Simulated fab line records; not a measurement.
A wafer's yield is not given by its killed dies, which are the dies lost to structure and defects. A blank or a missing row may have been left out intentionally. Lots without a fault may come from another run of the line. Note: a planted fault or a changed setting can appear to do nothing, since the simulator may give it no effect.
Chamber matching ; flow nand-harc ; NHARC_A_M0_PRE_CLEAN_31 on pecvd-02 has 3 sister chambers
The step time 12 s. 3 wafers are shown with their chamber, then 8 later ones without.

== EACH WAFER AND ITS CHAMBER ==
wafer;chamber;heater-power-w (W)
L892.4;0;874
L893.4;1;678
L895.3;2;705

== WAFERS MISSING THEIR CHAMBER ==
wafer;heater-power-w (W)
L895.4;791
L895.6;676
L894.1;696
L894.3;735
L894.4;756
L897.1;864
L897.2;713
L897.4;831

== THE CHAMBER EACH PASSED THROUGH ==
wafer;from the rows above;in truth
L895.4;can't be placed: 0 or 2 or 1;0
L895.6;can't be placed: 1 or 2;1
L894.1;can't be placed: 2 or 1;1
L894.3;can't be placed: 2 or 1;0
L894.4;can't be placed: 2 or 1 or 0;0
L897.1;0;0
L897.2;can't be placed: 2 or 1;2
L897.4;0;0
Correctly placed: 2 of 8. Not placeable from these rows: 6 (in 5, the candidates include the true chamber). Wrongly placed: 0.
How it was worked out, from the rows above alone: a wafer's distance from a chamber is the root of the sum, over the readings, of the square of ((its reading less the chamber's mean) divided by the reading's scatter). If the next closest chamber is less than 2 further off than the closest, the wafer can't be placed; otherwise it belongs to the closest. Each chamber's mean is taken over the wafers shown for it. The scatter: with one shown wafer a chamber, the root of the mean of the squares of how far each hidden wafer lies from its nearest shown one.
